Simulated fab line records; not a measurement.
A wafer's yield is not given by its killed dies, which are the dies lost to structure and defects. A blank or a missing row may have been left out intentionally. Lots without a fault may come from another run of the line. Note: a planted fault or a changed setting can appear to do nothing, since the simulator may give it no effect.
fab line records -- flow nand-harc
record: lots: 5, wafers: 15, last-day: 34
route steps=1302 shown A_CHANNEL_HOLE_D1@484 A_CHANNEL_FILL_D1@490
lots that met no fault: taken from a fault-free run of the same line
start-h: start of the lot's first displayed wafer, in hours after the record's first day -- wait-h: hours since the lot's step before -- " as in the row above -- L1.1+2: a single row standing in for several wafers -- - no value, or no start given -- * or withheld: withheld -- < > ~ a bound
route shown NAME@n: a module of which the file shows steps, and the number in the route of the first -- usual: mean/standard deviation of fault-free wafers -- same: alike in all rows -- chamber/n: place in a boat -- sites: per-site readings -- _std_site: how widely they spread, as a standard deviation -- _edge_site: inner sites' mean taken away from outer sites' mean -- radius-mm: how far each site lies from the wafer's centre -- mask NAME#n: copy n -- behind: the tool/chamber that last shaped the wafer -- hold: cause of the lot's hold/its duration in hours/its outcome -- device: the n, p or np transistor that did not switch -- end of line: the route-end tests of the same wafers -- a step given without rows: its recipe and nothing more -- killed: dies lost to structure and defects at the first sort, not the wafer's yield -- map: shows each die of a wafer: x if killed, . if not, _ if none is there
set.NAME: setting as actually run; set.NAME@STEP: the setting as run at that earlier step -- model.NAME: the simulator's own value behind a step, which no gauge read
lots at some steps of the route; a table a step, a row a wafer
services: the hour from which a tool's chamber was out of use, counted from the record's first day as start-h (under 0 if before that day), plus the number of hours and why
== steps ==
step: NHARC_A_CHANNEL_HOLE_D1_STRIP_27
recipe: o2-flow-sccm: 500, ar-flow-sccm: 0, bias-w: 0, chemistry: O2
usual: drypump-motor-current-A: 5.7/0.59, mfc-ar-sccm: 0.008/0.0094, oes-product-au: 1.000/0.0066, rf-vpp-V: 57.5/0.89, showerhead-plenum-p-Torr: 3.44/0.11, throttle-valve-pct: 17.036/0.0092
lot.wafer,tool,chamber,start-h,wait-h,drypump-motor-current-A,mfc-ar-sccm,oes-product-au,rf-hours-counter-h,rf-vpp-V,showerhead-plenum-p-Torr,throttle-valve-pct
L726.2,rie-diel-12,2,-,-,5.1,0.023,0.984,12,57.8,3.40,17.028
L726.1,rie-diel-12,0,-,-,6.0,0,0.992,14,57.2,3.44,17.029
L726.3,rie-diel-12,1,-,-,6.6,0.017,1.004,12,57.7,3.50,17.039
L729.1,rie-diel-04,3,-,-,6.2,0,1.003,31,58.3,3.62,17.025
L729.6,rie-diel-04,1,-,-,5.0,0,1.005,-,57.5,3.33,17.035
L729.5,rie-diel-04,3,-,-,6.1,0,0.998,-,57.5,3.62,17.048
L736.3,rie-diel-12,3,-,-,5.1,0,0.995,6,57.1,3.30,17.048
L736.4,rie-diel-12,1,-,-,6.6,0.017,0.999,5,57.6,3.50,17.034
L736.2,rie-diel-12,2,-,-,5.2,0.023,0.995,5,55.9,3.39,17.032
L741.4,rie-diel-12,1,-,-,6.6,0.017,1.001,10,57.9,3.50,17.024
L741.3,rie-diel-12,0,-,-,6.0,0,0.997,11,58.0,3.44,17.045
L741.6,rie-diel-12,2,-,-,5.1,0.023,0.990,-,57.6,3.39,17.040
L742.4,rie-diel-10,2,-,-,5.9,0,1.000,45,57.3,3.33,17.031
L742.6,rie-diel-10,2,-,-,5.9,0,1.009,-,57.2,3.33,17.037
L742.5,rie-diel-10,3,-,-,5.6,0,1.008,-,56.0,3.40,17.023
step: NHARC_A_CHANNEL_HOLE_D1_PRECLEAN_28
recipe: time-s: *, temp-c: 50, bath-age-min: 0, chemistry: SC1
step: NHARC_A_CHANNEL_HOLE_D1_SRD_29
step: NHARC_A_CHANNEL_HOLE_D1_CD_MEAS_30
usual: cd-nm: 90.0/0.87
lot.wafer,tool,chamber,start-h,wait-h,cd-nm
L726.1,cd-sem-03,-,243.58,-,89.9
L726.2,cd-sem-03,-,243.58,-,90.5
L726.3,cd-sem-03,-,243.58,-,91.2
L729.1,cd-sem-02,-,276.22,-,89.9
L729.5,cd-sem-02,-,276.22,-,89.9
L729.6,cd-sem-02,-,276.22,-,89.8
L736.2,cd-sem-02,-,350.45,0.1,90.7
L736.3,cd-sem-02,-,350.45,0.1,90.2
L736.4,cd-sem-02,-,350.45,0.1,90.2
L741.3,cd-sem-02,-,402.79,-,90.9
L741.4,cd-sem-02,-,402.79,-,91.0
L741.6,cd-sem-02,-,402.79,-,90.6
L742.4,cd-sem-01,-,407.22,-,89.6
L742.5,cd-sem-01,-,407.22,-,89.3
L742.6,cd-sem-01,-,407.22,-,89.0
step: NHARC_A_CHANNEL_HOLE_D1_XSEM_31
recipe: landing-energy-ev: 35000
usual: bot-cd-nm: 74.6/0.9, bow-nm: 8.55/0.23, tilt-deg: 0.06/0.041
lot.wafer,tool,chamber,start-h,wait-h,bot-cd-nm,bow-nm,tilt-deg
L726.1,xsem-01,0,243.67,0.1,74.2,8.63,0.00
L726.2,xsem-01,0,243.67,0.1,75.2,8.68,0.00
L726.3,xsem-01,0,243.67,0.1,75.5,8.68,0.00
L729.1,xsem-02,0,276.33,0.1,75.1,8.48,0.01
L729.5,xsem-02,0,276.33,0.1,75.2,8.50,0.01
L729.6,xsem-02,0,276.33,0.1,74.0,8.52,0.00
L736.2,xsem-02,0,350.54,0.1,75.4,8.55,0.04
L736.3,xsem-02,0,350.54,0.1,74.4,8.58,0.05
L736.4,xsem-02,0,350.54,0.1,74.2,8.56,0.05
L741.3,xsem-01,0,402.88,0.1,75.0,7.99,0.04
L741.4,xsem-01,0,402.88,0.1,75.9,8.05,0.04
L741.6,xsem-01,0,402.88,0.1,75.2,8.06,0.04
L742.4,xsem-02,0,407.32,0.1,74.4,8.54,0.11
L742.5,xsem-02,0,407.32,0.1,73.5,8.51,0.11
L742.6,xsem-02,0,407.32,0.1,74.4,8.45,0.10
step: NHARC_A_CHANNEL_HOLE_D1_INSPECT_40
usual: raw-defect-count: 71/23
lot.wafer,tool,chamber,start-h,wait-h,raw-defect-count
L726.1,defect-inspect-01,-,243.76,-,43
L726.2,defect-inspect-01,-,243.76,-,53
L726.3,defect-inspect-01,-,243.76,-,48
L729.1,defect-inspect-02,-,276.42,-,73
L729.5,defect-inspect-02,-,276.42,-,87
L729.6,defect-inspect-02,-,276.42,-,103
L736.2,defect-inspect-01,-,350.64,-,109
L736.3,defect-inspect-01,-,350.64,-,105
L736.4,defect-inspect-01,-,350.64,-,134
L741.3,defect-inspect-02,-,402.97,-,51
L741.4,defect-inspect-02,-,402.97,-,47
L741.6,defect-inspect-02,-,402.97,-,66
L742.4,defect-inspect-01,-,407.41,-,54
L742.5,defect-inspect-01,-,407.41,-,47
L742.6,defect-inspect-01,-,407.41,-,25
step: NHARC_A_CHANNEL_FILL_D1_PRECLEAN_00
recipe: time-s: *, temp-c: 50, bath-age-min: 0, chemistry: SC1
step: NHARC_A_CHANNEL_FILL_D1_SRD_01
step: NHARC_A_CHANNEL_FILL_D1_ALD_02
recipe: target-thk-a: 60, pulse-time-s: 10, ald-cycles: 60, temp-c: 300, material: SiO2
usual: ald-cycles: 60/0, heater-power-w: 466/38, precursor-pulse-height-rel: 1.000/0.022
lot.wafer,tool,chamber,start-h,wait-h,ald-cycles,heater-power-w,precursor-pulse-height-rel
L726.3,ald-hk-04,3,243.96,-,60,453,1.024
L726.1,ald-hk-04,0,243.96,-,60,510,0.981
L726.2,ald-hk-04,2,243.96,-,60,427,0.999
L729.1,ald-hk-04,0,276.62,-,60,516,0.978
L729.6,ald-hk-04,0,276.62,-,60,511,0.997
L729.5,ald-hk-04,1,276.62,-,60,400,1.039
L736.2,ald-hk-03,0,350.83,-,60,441,0.994
L736.3,ald-hk-03,1,350.83,-,60,503,0.996
L736.4,ald-hk-03,2,350.83,-,60,500,0.963
L741.4,ald-hk-03,1,403.24,-,60,518,0.987
L741.3,ald-hk-03,3,403.24,-,60,432,0.971
L741.6,ald-hk-03,0,403.24,-,60,426,1.020
L742.4,ald-hk-03,3,407.67,-,60,416,0.981
L742.6,ald-hk-03,2,407.67,-,60,510,0.981
L742.5,ald-hk-03,3,407.67,-,60,434,1.004
step: NHARC_A_CHANNEL_FILL_D1_ALD_03
recipe: target-thk-a: 60, pulse-time-s: 60, ald-cycles: 58, temp-c: 630, pressure-torr: 2, material: SiNx
usual: ald-cycles: 58/0, precursor-pulse-height-rel: 1.001/0.02
lot.wafer,tool,chamber,start-h,wait-h,ald-cycles,precursor-pulse-height-rel
L726.1,ald-sin-batch-03,0,-,-,58,1.022
L726.2,ald-sin-batch-03,0,-,-,58,0.960
L726.3,ald-sin-batch-03,0,-,-,58,0.984
L729.1,ald-sin-batch-01,0,-,-,58,1.020
L729.5,ald-sin-batch-01,0,-,-,58,0.986
L729.6,ald-sin-batch-01,0,-,-,58,1.000
L736.2,ald-sin-batch-01,0,-,-,58,0.988
L736.3,ald-sin-batch-01,0,-,-,58,0.987
L736.4,ald-sin-batch-01,0,-,-,58,1.031
L741.3,ald-sin-batch-02,0,-,-,58,0.980
L741.4,ald-sin-batch-02,0,-,-,58,1.008
L741.6,ald-sin-batch-02,0,-,-,58,0.963
L742.4,ald-sin-batch-01,0,-,-,58,1.030
L742.5,ald-sin-batch-01,0,-,-,58,1.010
L742.6,ald-sin-batch-01,0,-,-,58,0.977
step: NHARC_A_CHANNEL_FILL_D1_ALD_14
recipe: target-thk-a: 25, pulse-time-s: 10, ald-cycles: 25, temp-c: 300, material: SiO2
step: NHARC_A_CHANNEL_FILL_D1_ALD_15
recipe: target-thk-a: 20, pulse-time-s: 60, ald-cycles: 19, temp-c: 630, pressure-torr: 2, material: SiNx
usual: ald-cycles: 19/0, precursor-pulse-height-rel: 0.999/0.019
lot.wafer,tool,chamber,start-h,wait-h,ald-cycles,precursor-pulse-height-rel
L726.1,ald-sin-batch-02,0,-,-,19,0.984
L726.2,ald-sin-batch-02,0,-,-,19,0.988
L726.3,ald-sin-batch-02,0,-,-,19,0.993
L729.1,ald-sin-batch-01,0,-,-,19,1.002
L729.5,ald-sin-batch-01,0,-,-,19,0.975
L729.6,ald-sin-batch-01,0,-,-,19,0.996
L736.2,ald-sin-batch-01,0,-,-,19,0.974
L736.3,ald-sin-batch-01,0,-,-,19,0.959
L736.4,ald-sin-batch-01,0,-,-,19,0.998
L741.3,ald-sin-batch-02,0,-,-,19,0.990
L741.4,ald-sin-batch-02,0,-,-,19,1.015
L741.6,ald-sin-batch-02,0,-,-,19,0.966
L742.4,ald-sin-batch-03,0,-,-,19,1.003
L742.5,ald-sin-batch-03,0,-,-,19,1.014
L742.6,ald-sin-batch-03,0,-,-,19,1.006
step: NHARC_A_CHANNEL_FILL_D1_ALD_16
recipe: target-thk-a: 15, pulse-time-s: 10, ald-cycles: 15, temp-c: 300, material: SiO2
usual: ald-cycles: 15/0, heater-power-w: 469/38, precursor-pulse-height-rel: 0.999/0.02
lot.wafer,tool,chamber,start-h,wait-h,ald-cycles,heater-power-w,precursor-pulse-height-rel
L726.2,ald-hk-02,1,257.41,1.3,15,447,0.998
L726.3,ald-hk-02,2,257.41,1.3,15,517,1.021
L726.1,ald-hk-02,0,257.41,1.3,15,507,1.018
L729.1,ald-hk-04,0,288.89,0.1,15,512,1.016
L729.5,ald-hk-04,1,288.89,0.1,15,414,1.016
L729.6,ald-hk-04,2,288.89,0.1,15,437,0.972
L736.4,ald-hk-04,3,363.07,0.0,15,459,0.994
L736.2,ald-hk-04,0,363.07,0.0,17,529,1.007
L736.3,ald-hk-04,2,363.07,0.0,15,438,1.010
L741.4,ald-hk-03,0,415.39,0.1,15,426,1.026
L741.3,ald-hk-03,2,415.39,0.1,15,514,0.972
L741.6,ald-hk-03,3,415.39,0.1,15,437,0.973
L742.4,ald-hk-02,1,419.82,0.1,15,454,1.000
L742.6,ald-hk-02,3,419.82,0.1,15,434,0.989
L742.5,ald-hk-02,0,419.82,0.1,15,486,0.998
step: NHARC_A_CHANNEL_FILL_D1_ANNEAL_17
recipe: temp-c: 850, time-s: 1800
== services ==
tool,chamber,start-h,hours,kind
rie-diel-12,1,219.83,6.2,repair
rie-diel-04,2,220.75,1.3,repair
rie-diel-12,2,231.31,7.1,repair
rie-diel-12,3,232.37,7.8,repair
rie-diel-04,0,233.12,2.8,repair
rie-diel-12,1,237.71,3.6,repair
rie-diel-10,-,242.56,9.0,pm
ald-hk-04,-,255.82,10.0,pm
ald-sin-batch-02,-,267.98,26.0,pm
rie-diel-12,-,268.40,9.0,pm
rie-diel-04,0,272.01,6.2,repair
rie-diel-04,1,296.13,7.0,repair
rie-diel-10,2,296.65,10.1,repair
rie-diel-10,3,320.07,71.0,repair
rie-diel-04,3,327.63,18.1,repair
ald-hk-04,-,332.75,0.2,repair
rie-diel-12,1,333.23,5.4,repair
rie-diel-10,2,348.90,2.8,repair
ald-hk-02,-,349.63,10.0,pm
rie-diel-04,-,355.41,9.0,pm
xsem-01,-,374.00,14.0,pm
rie-diel-12,1,383.32,3.0,repair
ald-hk-03,-,391.20,10.0,pm
ald-sin-batch-03,-,398.01,9.8,repair
== key ==
first-sign: step: NHARC_A_CHANNEL_FILL_D1_ALD_16, reading: ald-cycles, direction: up, sigmas: 99+, usual: 15, struck: 17
effect none on later readings
met-at NHARC_A_CHANNEL_FILL_D1_ALD_16
struck-wafers L736.2
tester-left-out L736
onset-between 288.89 363.07
fault: kind: process-parameter-drift, tool: ald-hk-04, chamber: 0, onset-h: 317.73, steps: NHARC_A_CHANNEL_FILL_D1_ALD_16, channel: ald-cycles, offset: 2, shape: step, end-h: 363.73, acts-in: these-recipes-only, stated: 15
tester-left-out: of these lots the tester's yield and bins aren't shown, on N5 and GAA mostly nor the transistor test; their killed dies are dies lost to structure and defects alone, not to doping, threshold or leakage, so they don't give the yield
